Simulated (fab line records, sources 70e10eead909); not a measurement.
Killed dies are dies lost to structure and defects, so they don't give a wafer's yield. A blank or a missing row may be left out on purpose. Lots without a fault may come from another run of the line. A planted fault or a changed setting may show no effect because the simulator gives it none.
A struck lot beside a sound one | flow nand_harc | 14 steps out of a route of 1302
Sound: wafers L356.1, L356.3, L356.5. Struck: wafers L361.4, L361.5, L361.6. The cause comes at the end.
At each step with rows: each side's tool, then ch and its chambers, then its first start. Under that, the readings that differ: sound wafers | struck wafers | difference of the means | sigmas: that difference in standard deviations of wafers without a fault.
alike: readings whose means differ by less than 2 such deviations, and words and numbers that are the same on both sides. not compared: withheld readings, readings that some wafer has no value for, bounds like >300 that may hide the same value, and numbers for which the record gives no deviation and whose values overlap.
The two part at a step that has a row with sigmas, a row that says differs or no value, or rows on one side only. Numbers that don't overlap but have no deviation are shown without sigmas and don't part them. A reading that every wafer of one side lacks parts them only if that side has two wafers or more.

first, 7 steps without rows for these wafers: NHARC_P_BONDPAD_COAT_36 (time 65 s); NHARC_P_BONDPAD_COAT_03 (resist thk 600 nm); NHARC_P_BONDPAD_SOFTBAKE_04 (time 70 s); NHARC_P_BONDPAD_EBR_05; NHARC_P_BONDPAD_EXPOSE_06 (exposes mask P BPAD); NHARC_P_BONDPAD_PEB_07 (peb time 80 s); NHARC_P_BONDPAD_DEVELOP_08 (time 50 s).
NHARC_P_BONDPAD_CD_MEAS_09: target cd 500 nm.
  sound on cd_sem-02 ch 0, day 8 05:46; struck on cd_sem-02 ch 0, day 10 15:13
  alike: cd_nm
NHARC_P_BONDPAD_OVL_MEAS_38:
  sound on overlay-01, day 8 05:51; struck on overlay-01, day 10 15:18
  alike: overlay_x_nm, overlay_y_nm
then, 1 step without rows for these wafers: NHARC_P_BONDPAD_HARDBAKE_10 (time 65 s).
NHARC_P_BONDPAD_DESCUM_11: chemistry O2, time 3 s.
  sound on rie_diel-12 ch 0,1,3, day 8 05:59; struck on rie_diel-12 ch 0,3, day 10 15:25
  alike: drypump_motor_current_A, oes_product_au, rf_vpp_V, showerhead_plenum_p_Torr, throttle_valve_pct
  not compared: rf_hours_counter_h
NHARC_P_BONDPAD_ETCH_37: etches the open film in N2/H2, target depth 60 nm, overetch 18 nm, time 65.91 s.
  sound on rie_diel-12 ch 1,2, day 8 06:04; struck on rie_diel-12 ch 0,1,2, day 10 15:31
  alike: bias_w, chamber_pressure_mTorr, drypump_motor_current_A, n2_flow_sccm, oes_product_au, rf_vpp_V, showerhead_plenum_p_Torr, throttle_valve_pct
  not compared: rf_hours_counter_h
NHARC_P_BONDPAD_ETCH_12: etches the open film in CHF3/O2, target depth 200 nm, time 100 s.
  sound on rie_diel-12 ch 0,1,3, day 8 06:09; struck on rie_diel-12 ch 0,1,2, day 10 15:37
  no value came back on the struck wafers for any of 7 readings (bias_w (W), chamber_pressure_mTorr (mTorr) and others); on the sound wafers bias_w (W) reads 200.2 199.8 201.0
  not compared: rf_hours_counter_h
NHARC_P_BONDPAD_CD_MEAS_13:
  sound on cd_sem-02, day 8 06:17; struck on cd_sem-02, day 10 15:44
  alike: cd_nm

WHERE THEY PART
Only at NHARC_P_BONDPAD_ETCH_12, within this record. Later steps at which nothing parts them and some readings are alike: NHARC_P_BONDPAD_CD_MEAS_13.

WHY: what the simulator had put in
Skipped step whole: rie_diel-12, from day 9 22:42 on, at NHARC_P_BONDPAD_ETCH_12. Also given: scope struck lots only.
